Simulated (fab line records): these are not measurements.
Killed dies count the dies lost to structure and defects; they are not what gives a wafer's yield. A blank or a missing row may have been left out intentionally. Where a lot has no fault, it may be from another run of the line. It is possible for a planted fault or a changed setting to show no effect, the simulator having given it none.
fab line records ; flow n5_finfet
[record] lots = 6; wafers = 18; last_day = 18
route steps=1938 shown MIM_BOT_LITHO@1854 MIM_BOT_ETCH@1866 PASSIVATION@1936
lots that met no fault: from a run of the same line without faults
start_h: hours from the record's first day to the start of the lot's first wafer shown ; wait_h: time in hours since the lot's previous step ; " unchanged from the row above ; L1.1+2: a row that stands for several wafers ; - no value, or no start given ; * or withheld: withheld ; < > ~ a bound
route shown NAME@n: a module of which the file shows steps, and the number in the route of the first ; usual: average and standard deviation across the fault-free wafers ; same: alike in all rows ; chamber/n: place in a boat ; sites: each site's reading ; _std_site: the standard deviation of these ; _edge_site: the outer-site mean with the inner-site mean subtracted ; radius_mm: how far each site lies from the wafer's centre ; mask NAME#n: copy n ; behind: tool/chamber where the wafer was last shaped ; hold: what put the lot on hold/how long, in hours/how the hold closed ; device: the transistor (n, p or np) that didn't switch ; end of line: tests run on the same wafers once the route is complete ; step lacking rows: just its recipe ; killed: dies that structure and defects cost at the first sort, which is not the same as the wafer's yield ; map: a wafer's dies, marking killed ones x, the rest . and places with no die _
set.NAME: the setting as run; set.NAME@STEP: as run at that earlier step ; model.NAME: the simulator's own value behind a step, which no gauge read
lots at some steps of the route; a table a step, a row a wafer
services: the hour from which a tool's chamber was out of use, counted from the record's first day as start_h (under 0 if before that day), plus the number of hours and why
[[steps]]
[step N5_MIM_BOT_LITHO_HMDS_01]
[recipe] time_s = 60; temp_c = 120
[step N5_MIM_BOT_LITHO_COAT_02]
[recipe] spin_rpm = *; resist_thk_nm = *
[step N5_MIM_BOT_LITHO_EBR_04]
[recipe] solvent = PGMEA; ebr_width_mm = 1.5
[step N5_MIM_BOT_LITHO_SOFTBAKE_03]
[recipe] temp_c = 100; time_s = 90
[step N5_MIM_BOT_LITHO_EXPOSE_05]
[recipe] mask_id = MIM_BOT; na = 0.55; source_shape = conventional; sigma_outer = 0.8; polarization = unpolarized; dose_mj = 24.25
[step N5_MIM_BOT_LITHO_PEB_06]
[recipe] peb_temp_c = withheld; peb_time_s = *
[step N5_MIM_BOT_LITHO_DEVELOP_07]
[recipe] develop_time_s = 60; rinse_liquid = diw; dry = air_spin; dev_temp_c = 21
[step N5_MIM_BOT_LITHO_HARDBAKE_09]
[recipe] temp_c = 130; time_s = 120
[step N5_MIM_BOT_LITHO_CD_MEAS_08]
[recipe] target_cd_nm = 3000; landing_energy_ev = 500; detector = se_inlens; polarity = opening
[usual] cd_nm = 3001.1/1.9
lot.wafer;tool;chamber;start_h;wait_h;cd_nm
L539.1;cd_sem-02;0;272.62;-;3004.0
L539.2;cd_sem-02;0;272.62;-;3002.4
L539.6;cd_sem-02;0;272.62;-;3003.1
L543.3;cd_sem-03;0;300.63;-;3000.9
L543.5;cd_sem-03;0;300.63;-;3000.4
L543.6;cd_sem-03;0;300.63;-;3001.9
L550.2;cd_sem-01;0;360.73;-;3000.3
L550.4;cd_sem-01;0;360.73;-;3000.0
L550.6;cd_sem-01;0;360.73;-;3000.7
L552.1;cd_sem-01;0;382.46;-;3005.0
L552.3;cd_sem-01;0;382.46;-;3001.2
L552.4;cd_sem-01;0;382.46;-;3002.8
L558.2;cd_sem-01;0;395.37;-;3002.0
L558.3;cd_sem-01;0;395.37;-;3004.3
L558.5;cd_sem-01;0;395.37;-;3003.7
L561.2;cd_sem-03;0;422.57;-;3000.0
L561.3;cd_sem-03;0;422.57;-;2997.0
L561.4;cd_sem-03;0;422.57;-;2997.8
[step N5_MIM_BOT_LITHO_OVL_MEAS_11]
[recipe] points_per_wafer = 44
[usual] MIM_BOT_OVL = 1/5.9
lot.wafer;tool;chamber;start_h;wait_h;MIM_BOT_OVL[nm]
L539.1;overlay-02;0;272.65;0.0;2
L539.2;overlay-02;0;272.65;0.0;6
L539.6;overlay-02;0;272.65;0.0;9
L543.3;overlay-02;0;300.65;0.0;9
L543.5;overlay-02;0;300.65;0.0;6
L543.6;overlay-02;0;300.65;0.0;22
L550.2;overlay-01;0;360.76;0.0;3
L550.4;overlay-01;0;360.76;0.0;-2
L550.6;overlay-01;0;360.76;0.0;-2
L552.1;overlay-02;0;382.49;0.0;4
L552.3;overlay-02;0;382.49;0.0;3
L552.4;overlay-02;0;382.49;0.0;-4
L558.2;overlay-01;0;395.40;0.0;-3
L558.3;overlay-01;0;395.40;0.0;6
L558.5;overlay-01;0;395.40;0.0;8
L561.2;overlay-02;0;422.60;0.0;-6
L561.3;overlay-02;0;422.60;0.0;0
L561.4;overlay-02;0;422.60;0.0;1
[step N5_MIM_BOT_LITHO_INSPECT_12]
[recipe] mode = adi; inspect_instrument = macro
[usual] raw_defect_count = 2.0/1.4
lot.wafer;tool;chamber;start_h;wait_h;raw_defect_count
L539.1;defect_inspect-02;-;272.67;0.0;0
L539.2;defect_inspect-02;-;272.67;0.0;0
L539.6;defect_inspect-02;-;272.67;0.0;0
L543.3;defect_inspect-02;-;300.68;0.0;4
L543.5;defect_inspect-02;-;300.68;0.0;1
L543.6;defect_inspect-02;-;300.68;0.0;2
L550.2;defect_inspect-01;-;360.78;0.0;5
L550.4;defect_inspect-01;-;360.78;0.0;4
L550.6;defect_inspect-01;-;360.78;0.0;2
L552.1;defect_inspect-01;-;382.52;0.0;2
L552.3;defect_inspect-01;-;382.52;0.0;3
L552.4;defect_inspect-01;-;382.52;0.0;4
L558.2;defect_inspect-01;-;395.42;0.0;2
L558.3;defect_inspect-01;-;395.42;0.0;2
L558.5;defect_inspect-01;-;395.42;0.0;5
L561.2;defect_inspect-02;-;422.62;0.0;1
L561.3;defect_inspect-02;-;422.62;0.0;1
L561.4;defect_inspect-02;-;422.62;0.0;3
[step N5_MIM_BOT_LITHO_DESCUM_10]
[recipe] chemistry = O2; time_s = 7.9; source_power_w = 50; bias_power_w = 20; pressure_mtorr = 20; rf_frequency_hz = 2.712e+07; temp_c = 40; o2_flow_sccm = 225
[usual] drypump_motor_current_A = 5.9/0.56; oes_product_au = 0.78/0.094; rf_vpp_V = 243.0/1.5; showerhead_plenum_p_Torr = 2.09/0.067; throttle_valve_pct = 20.44/0.22
lot.wafer;tool;chamber;start_h;wait_h;drypump_motor_current_A;oes_product_au;rf_hours_counter_h;rf_vpp_V;showerhead_plenum_p_Torr;throttle_valve_pct
L539.1;rie_diel-06;1;272.70;0.0;5.5;0.68;221;241.4;1.99;20.94
L539.2;rie_diel-06;3;272.70;0.0;5.0;0.71;206;242.3;2.00;20.15
L539.6;rie_diel-06;1;272.70;0.0;5.5;0.68;-;241.5;1.99;20.96
L543.3;rie_diel-05;3;300.79;0.1;5.4;0.82;86;241.2;2.03;20.39
L543.5;rie_diel-05;3;300.79;0.1;5.4;0.81;-;243.4;2.03;20.36
L543.6;rie_diel-05;2;300.79;0.1;6.3;0.69;-;242.9;2.06;20.81
L550.2;rie_diel-06;0;360.82;0.0;5.8;0.89;19;242.9;2.21;20.38
L550.4;rie_diel-06;3;360.82;0.0;5.0;0.68;-;240.6;1.99;20.18
L550.6;rie_diel-06;2;360.82;0.0;4.9;0.94;-;241.5;2.13;20.41
L552.1;rie_diel-06;0;382.55;0.0;5.8;0.87;30;245.1;2.21;20.38
L552.3;rie_diel-06;1;382.55;0.0;5.5;0.98;2;246.6;2.24;20.57
L552.4;rie_diel-06;3;382.55;0.0;5.0;0.68;248;241.4;1.99;20.20
L558.2;rie_diel-06;1;395.46;0.0;5.5;0.95;8;245.5;2.24;20.58
L558.3;rie_diel-06;2;395.46;0.0;4.9;0.90;25;245.3;2.13;20.43
L558.5;rie_diel-06;0;395.46;0.0;5.8;0.86;-;245.7;2.20;20.39
L561.2;rie_diel-02;2;423.05;0.4;6.1;0.71;199;243.7;2.07;20.51
L561.3;rie_diel-02;3;423.05;0.4;5.7;0.90;34;242.2;2.07;20.41
L561.4;rie_diel-02;0;423.05;0.4;5.7;0.72;225;242.7;2.07;20.62
[step N5_MIM_BOT_ETCH_ETCH_04]
[recipe] chemistry = CF4/O2; target = SiNx; target_depth_a = 260; time_s = 13; ion_energy_ev = 100; pressure_mtorr = 40; source_w = 535; bias_w = 49; Ar_flow_sccm = 100; cf4_flow_sccm = 100; O2_flow_sccm = 10
[usual] drypump_motor_current_A = 5.9/0.56; oes_f_703_au = 0.77/0.088; oes_product_au = 0.78/0.094; rf_fwd_power_W = 531.6/1.9; rf_vpp_V = 243/4.7; showerhead_plenum_p_Torr = 2.21/0.071; throttle_valve_pct = 16.02/0.21
lot.wafer;tool;chamber;start_h;wait_h;drypump_motor_current_A;oes_f_703_au;oes_product_au;rf_fwd_power_W;rf_hours_counter_h;rf_vpp_V;showerhead_plenum_p_Torr;throttle_valve_pct;model.etch.depth_nm
L539.1;rie_diel-06;1;272.77;0.0;5.5;0.67;0.68;534.4;221;248;2.09;16.45;25.4
L539.2;rie_diel-06;3;272.77;0.0;5.0;0.69;0.70;531.2;206;242;2.11;15.72;25.47
L539.6;rie_diel-06;1;272.77;0.0;5.5;0.67;0.68;532.8;-;249;2.09;16.45;25.37
L543.3;rie_diel-05;3;300.86;0.0;5.4;0.79;0.79;529.9;86;246;2.14;15.85;24.98
L543.5;rie_diel-05;3;300.86;0.0;5.4;0.79;0.79;529.9;-;244;2.14;15.86;24.93
L543.6;rie_diel-05;2;300.86;0.0;6.3;0.68;0.68;526.6;-;239;2.19;16.41;24.93
L550.2;rie_diel-06;0;360.88;0.0;5.8;0.89;0.89;533.8;19;237;2.32;15.91;26.08
L550.4;rie_diel-06;3;360.88;0.0;5.0;0.48;0.59;405.0;-;282;2.10;15.77;20.1
L550.6;rie_diel-06;2;360.88;0.0;4.9;0.89;0.91;531.6;-;244;2.25;15.99;25.16
L552.1;rie_diel-06;0;382.62;0.0;5.8;0.87;0.88;530.4;30;236;2.32;15.92;26.05
L552.3;rie_diel-06;1;382.62;0.0;5.5;0.94;0.99;531.8;2;252;2.35;16.01;26.66
L552.4;rie_diel-06;3;382.62;0.0;5.0;0.48;0.59;405.4;248;280;2.09;15.78;20.02
L558.2;rie_diel-06;1;395.52;0.0;5.5;0.91;0.96;531.9;8;252;2.34;16.02;26.76
L558.3;rie_diel-06;2;395.52;0.0;4.9;0.85;0.89;533.5;25;245;2.25;16.03;25.62
L558.5;rie_diel-06;0;395.52;0.0;5.7;0.86;0.86;534.3;-;237;2.32;15.93;26.33
L561.2;rie_diel-02;2;423.11;0.0;6.1;0.68;0.70;529.2;199;243;2.19;16.13;24.94
L561.3;rie_diel-02;3;423.11;0.0;5.7;0.89;0.90;532.5;34;239;2.17;15.88;27.49
L561.4;rie_diel-02;0;423.11;0.0;5.7;0.71;0.72;535.1;225;249;2.17;16.18;25.97
[step N5_MIM_BOT_ETCH_ETCH_03]
[recipe] chemistry = Cl2/BCl3; target_depth_a = 120; pressure_mtorr = 8; icp_w = 800; bias_w = 100; Cl2_flow_sccm = 20; bcl3_flow_sccm = 80
[usual] drypump_motor_current_A = 5.7/0.61; oes_product_au = 0.80/0.078; rf_fwd_power_W = 794.0/2.6; throttle_valve_pct = 27.51/0.2
lot.wafer;tool;chamber;start_h;wait_h;drypump_motor_current_A;oes_product_au;rf_fwd_power_W;rf_hours_counter_h;throttle_valve_pct
L539.1;rie_metal-01;0;272.86;0.1;4.6;0.90;790.7;17;27.20
L539.2;rie_metal-01;1;272.86;0.1;5.8;0.85;790.8;15;27.41
L539.6;rie_metal-01;0;272.86;0.1;4.6;0.91;795.2;-;27.21
L543.3;rie_metal-01;1;300.97;0.1;5.9;0.83;796.9;-;27.42
L543.5;rie_metal-01;1;300.97;0.1;5.9;0.84;794.8;-;27.43
L543.6;rie_metal-01;0;300.97;0.1;4.6;0.89;794.8;-;27.22
L550.2;rie_metal-03;1;360.97;0.1;5.7;0.74;792.6;56;27.43
L550.4;rie_metal-03;0;360.97;0.1;6.4;0.79;792.9;-;27.53
L550.6;rie_metal-03;0;360.97;0.1;6.5;0.80;797.9;-;27.54
L552.1;rie_metal-03;1;382.70;0.1;5.8;0.71;791.3;59;27.45
L552.3;rie_metal-03;1;382.70;0.1;5.7;0.71;794.8;-;27.45
L552.4;rie_metal-03;0;382.70;0.1;6.5;0.78;794.4;-;27.55
L558.2;rie_metal-03;0;395.61;0.1;6.4;0.79;788.1;32;27.55
L558.3;rie_metal-03;0;395.61;0.1;6.4;0.78;791.9;-;27.54
L558.5;rie_metal-03;1;395.61;0.1;5.7;0.71;794.7;-;27.44
L561.2;rie_metal-02;0;423.24;0.1;5.3;0.90;790.8;-;27.84
L561.3;rie_metal-02;0;423.24;0.1;5.3;0.88;791.5;-;27.85
L561.4;rie_metal-02;0;423.24;0.1;5.3;0.88;793.3;-;27.85
[step N5_PASSIVATION_PROBE_49]
[usual] defect_limited_yield = 91.4/1.5; killed_at_M0_to_M3 = 33/11; killed_at_M4_up = 14/5.3; killed_at_contacts = 13/6.2; killed_at_front_end = 39/13; killed_at_other = 3.1/2.8; killed_dies = 102/17; killed_open = 68/13; killed_short = 32/7.8; sort_bin_5_function = 5.1/0.95; sort_bin_6_memory = 3.2/0.7; sort_bin_8_speed = 0.02/0.16; sort_n_pass = 1078/18; sort_yield_pct = 91.3/1.5
[same] gross_dies = 1180; killed_at_back_side = 0; sort_bin_4_leakage[%] = 0
lot.wafer;tool;chamber;start_h;wait_h;defect_limited_yield[%];killed_at_M0_to_M3;killed_at_M4_up;killed_at_contacts;killed_at_front_end;killed_at_other;killed_dies;killed_open;killed_short;sort_bin_5_function[%];sort_bin_6_memory[%];sort_bin_8_speed[%];sort_n_pass;sort_yield_pct[%]
L539.1;prober-01;-;282.04;0.0;93.1;48;7;8;16;2;81;54;27;4.5;2.3;0;1099;93.1
L539.2;prober-01;-;282.09;0.1;90.1;50;14;6;43;4;117;74;40;5.3;4.2;0;1063;90.1
L539.6;prober-01;-;282.29;0.3;89.5;43;17;5;58;1;124;89;31;5.9;3.9;0;1056;89.5
L543.3;prober-01;-;310.09;0.1;92.3;43;12;6;29;1;91;57;33;4.9;2.5;0;1089;92.3
L543.5;prober-01;-;310.19;0.2;91.8;37;14;17;28;1;97;65;32;4.7;3.3;0;1083;91.8
L543.6;prober-01;-;310.24;0.3;91.9;42;10;10;31;2;95;60;34;3.8;3.8;0.08;1085;91.9
L550.2;prober-01;-;371.75;0.1;90.9;38;22;9;33;5;107;72;34;5.8;3.0;0;1073;90.9
L550.4;prober-01;-;371.85;0.2;93.5;23;16;7;29;2;77;55;22;4.0;2.3;0;1103;93.5
L550.6;prober-01;-;371.95;0.3;89.0;40;34;9;38;9;130;89;39;5.8;4.9;0;1050;89.0
L552.1;prober-02;-;393.11;0.0;89.7;41;16;16;47;2;122;82;39;5.9;4.2;0;1058;89.7
L552.3;prober-02;-;393.21;0.1;90.3;22;10;17;58;7;114;69;41;5.2;3.6;0;1066;90.3
L552.4;prober-02;-;393.26;0.2;86.7;31;10;11;103;2;157;104;48;8.9;4.1;0;1023;86.7
L558.2;prober-01;-;404.55;0.1;90.6;17;15;29;50;0;111;76;35;5.8;3.4;0;1069;90.6
L558.3;prober-01;-;404.60;0.1;91.6;31;20;10;37;1;99;61;36;4.5;3.4;0;1081;91.6
L558.5;prober-01;-;404.70;0.2;92.6;21;13;11;42;0;87;51;34;4.9;2.1;0;1093;92.6
L561.2;prober-02;-;434.76;0.2;90.3;23;10;16;63;2;114;83;28;6.9;2.5;0;1066;90.3
L561.3;prober-02;-;434.81;0.2;91.5;32;9;16;39;4;100;69;28;5.3;3.0;0;1080;91.5
L561.4;prober-02;-;434.86;0.3;91.3;29;13;25;34;2;103;70;30;6.1;2.2;0;1077;91.3
// killed by level:class
L539.1 BEOL_M0_SAQP:geometric_particle:open=12 BEOL_M0_SAQP:geometric_particle:short=10 MOL_CONTACT_COAG:geometric_particle:open=8 BEOL_M2:geometric_particle:open=7 BEOL_M1:geometric_particle:open=6 BEOL_M3:geometric_particle:short=4 FIN_SAQP:geometric_particle:open=3 STI_FIN_REVEAL:geometric_particle:open=3
L539.2 BEOL_M0_SAQP:geometric_particle:open=16 STI_FIN_REVEAL:geometric_particle:open=14 BEOL_M0_SAQP:geometric_particle:short=12 FIN_SAQP:geometric_particle:open=9 MOL_CONTACT_COAG:geometric_particle:open=6 BEOL_M1:geometric_particle:open=5 BEOL_M1:geometric_particle:short=4 BEOL_M2:geometric_particle:open=4
L539.6 STI_FIN_REVEAL:geometric_particle:open=21 BEOL_M2:geometric_particle:open=12 BEOL_M1:geometric_particle:open=10 FIN_SAQP:geometric_particle:open=9 STI_FIN_REVEAL:geometric_particle:short=8 DUMMY_GATE:geometric_particle:open=6 BEOL_M0_SAQP:geometric_particle:open=5 BEOL_M4:geometric_particle:open=4
L543.3 BEOL_M3:geometric_particle:open=12 FIN_SAQP:geometric_particle:short=11 BEOL_M0_SAQP:geometric_particle:open=9 FIN_SAQP:geometric_particle:open=7 BEOL_M0_SAQP:geometric_particle:short=6 BEOL_M4:geometric_particle:open=6 MOL_CONTACT_COAG:geometric_particle:open=5 BEOL_M1:geometric_particle:open=5
L543.5 MOL_CONTACT_COAG:geometric_particle:open=12 BEOL_M0_SAQP:geometric_particle:open=8 FIN_SAQP:geometric_particle:short=6 BEOL_M3:geometric_particle:open=6 MOL_CONTACT_COAG:geometric_particle:short=5 BEOL_M0:geometric_particle:open=5 BEOL_M2:geometric_particle:open=5 BEOL_M4:geometric_particle:open=5
L543.6 BEOL_M0_SAQP:geometric_particle:short=13 MOL_CONTACT_COAG:geometric_particle:open=9 BEOL_M0_SAQP:geometric_particle:open=9 FIN_SAQP:geometric_particle:short=7 BEOL_M3:geometric_particle:open=6 BEOL_M0:geometric_particle:open=6 FIN_SAQP:geometric_particle:open=5 STI_FIN_REVEAL:geometric_particle:open=5
L550.2 FIN_SAQP:geometric_particle:open=12 BEOL_M4:geometric_particle:open=11 BEOL_M1:geometric_particle:open=10 BEOL_M0_SAQP:geometric_particle:short=8 MOL_CONTACT_COAG:geometric_particle:open=7 BEOL_M0_SAQP:geometric_particle:open=6 BEOL_M2:geometric_particle:open=6 DUMMY_GATE:geometric_particle:open=4
L550.4 BEOL_M4:geometric_particle:open=11 BEOL_M3:geometric_particle:open=8 STI_FIN_REVEAL:geometric_particle:open=6 MOL_CONTACT_COAG:geometric_particle:open=5 BEOL_M0_SAQP:geometric_particle:short=4 FIN_SAQP:geometric_particle:open=3 FIN_SAQP:geometric_particle:short=3 BEOL_M1:geometric_particle:open=3
L550.6 BEOL_M4:geometric_particle:open=18 FIN_SAQP:geometric_particle:short=12 BEOL_M2:geometric_particle:open=10 MOL_CONTACT_COAG:geometric_particle:open=9 BEOL_M3:geometric_particle:open=8 FIN_SAQP:geometric_particle:open=7 BEOL_M0_SAQP:geometric_particle:open=7 BEOL_M1:geometric_particle:open=7
L552.1 STI_FIN_REVEAL:geometric_particle:open=20 BEOL_M3:geometric_particle:open=15 MOL_CONTACT_COAG:geometric_particle:open=11 FIN_SAQP:geometric_particle:open=7 BEOL_M2:geometric_particle:open=7 FIN_SAQP:geometric_particle:short=5 BEOL_M0_SAQP:geometric_particle:open=5 DUMMY_GATE:geometric_particle:open=5
L552.3 STI_FIN_REVEAL:geometric_particle:open=17 MOL_CONTACT_COAG:geometric_particle:open=13 FIN_SAQP:geometric_particle:short=11 FIN_SAQP:geometric_particle:open=6 DUMMY_GATE:geometric_particle:open=5 BEOL_M3:geometric_particle:open=5 MOL_CONTACT_COAG:geometric_particle:short=4 BEOL_M0_SAQP:geometric_particle:short=4
L552.4 STI_FIN_REVEAL:geometric_particle:open=37 FIN_SAQP:geometric_particle:open=21 FIN_SAQP:geometric_particle:short=10 STI_FIN_REVEAL:geometric_particle:short=10 BEOL_M3:geometric_particle:open=9 DUMMY_GATE:geometric_particle:open=7 MOL_CONTACT_COAG:geometric_particle:short=6 GATE_CUT:geometric_particle:short=5
L558.2 MOL_CONTACT_COAG:geometric_particle:open=26 FIN_SAQP:geometric_particle:open=13 FIN_SAQP:geometric_particle:short=7 STI_FIN_REVEAL:geometric_particle:open=7 DUMMY_GATE:geometric_particle:open=7 BEOL_M0_SAQP:geometric_particle:open=7 GATE_CUT:geometric_particle:short=5 BEOL_M0_SAQP:geometric_particle:short=5
L558.3 BEOL_M0_SAQP:geometric_particle:short=11 STI_FIN_REVEAL:geometric_particle:open=9 BEOL_M4:geometric_particle:open=9 FIN_SAQP:geometric_particle:short=8 MOL_CONTACT_COAG:geometric_particle:open=8 BEOL_M0_SAQP:geometric_particle:open=8 FIN_SAQP:geometric_particle:open=5 BEOL_M3:geometric_particle:open=5
L558.5 STI_FIN_REVEAL:geometric_particle:open=10 BEOL_M0_SAQP:geometric_particle:open=8 MOL_CONTACT_COAG:geometric_particle:open=8 FIN_SAQP:geometric_particle:open=5 FIN_SAQP:geometric_particle:short=4 STI_FIN_REVEAL:geometric_particle:short=4 ILD0:geometric_particle:short=4 GATE_CUT:geometric_particle:short=4
L561.2 STI_FIN_REVEAL:geometric_particle:open=16 MOL_CONTACT_COAG:geometric_particle:open=15 FIN_SAQP:geometric_particle:open=8 BEOL_M1:geometric_particle:open=7 DUMMY_GATE:geometric_particle:open=6 GATE_CUT:geometric_particle:short=6 STARTING-WAFER:geometric_particle:open=6 BEOL_M2:geometric_particle:open=6
L561.3 STI_FIN_REVEAL:geometric_particle:open=20 MOL_CONTACT_COAG:geometric_particle:open=14 BEOL_M0_SAQP:geometric_particle:short=10 BEOL_M0_SAQP:geometric_particle:open=5 BEOL_M1:geometric_particle:open=5 BEOL_M3:geometric_particle:open=5 GATE_CUT:geometric_particle:short=4 GATE_CUT:geometric_particle:open=3
L561.4 MOL_CONTACT_COAG:geometric_particle:open=19 BEOL_M1:geometric_particle:open=10 GATE_CUT:geometric_particle:open=6 MOL_CONTACT_COAG:geometric_particle:short=6 BEOL_M0_SAQP:geometric_particle:open=5 BEOL_M2:geometric_particle:open=5 ILD0:geometric_particle:short=5 FIN_SAQP:geometric_particle:open=4
[[services]]
tool;chamber;start_h;hours;kind
rie_diel-05;-;260.09;1.4;repair
rie_metal-02;0;284.74;9.4;repair
rie_diel-06;0;287.51;-;clean
rie_diel-06;0;287.51;-;consumable_replace:focus_ring
rie_diel-06;0;287.51;-;consumable_replace:showerhead
rie_diel-06;0;287.51;16.2;scheduled_down
rie_diel-06;0;287.51;16.2;vent_cycle
rie_metal-03;-;290.84;14.6;pm
rie_diel-02;0;294.09;10.7;repair
rie_diel-06;2;303.85;-;clean
rie_diel-06;2;303.85;-;consumable_replace:focus_ring
rie_diel-06;2;303.85;30.6;scheduled_down
rie_diel-06;2;303.85;30.6;vent_cycle
rie_diel-06;1;306.01;2.9;repair
rie_metal-01;-;340.44;28.1;pm
rie_diel-06;1;359.91;-;clean
rie_diel-06;1;359.91;-;consumable_replace:focus_ring
rie_diel-06;1;359.91;-;consumable_replace:showerhead
rie_diel-06;1;359.91;17.4;scheduled_down
rie_diel-06;1;359.91;17.4;vent_cycle
rie_metal-03;-;373.47;1.4;pm
rie_metal-01;1;377.35;18.0;repair
rie_diel-05;2;387.56;4.7;repair
rie_diel-02;0;399.87;14.4;repair
[[key]]
[first_sign] step = N5_MIM_BOT_ETCH_ETCH_04; reading = rf_fwd_power_W; direction = down; sigmas = 67; usual = *; struck = *
[effect] step = N5_MIM_BOT_ETCH_ETCH_04; reading = rf_vpp_V; direction = up; sigmas = 8.2; usual = 243; struck = 281
[model_effect] step = N5_MIM_BOT_ETCH_ETCH_04; value = etch.depth_nm; without = 25.46; struck = 20.06
met_at N5_MIM_BOT_ETCH_ETCH_04
struck_wafers L550.4,L552.4
onset_between 272.77 360.88
[fault] kind = process_parameter_drift; tool = rie_diel-06; chamber = 3; onset_h = 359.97; steps = N5_MIM_BOT_ETCH_ETCH_04; channel = source_w; offset = -128.4; shape = step; end_h = 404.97; acts_in = these_recipes_only; stated = 535
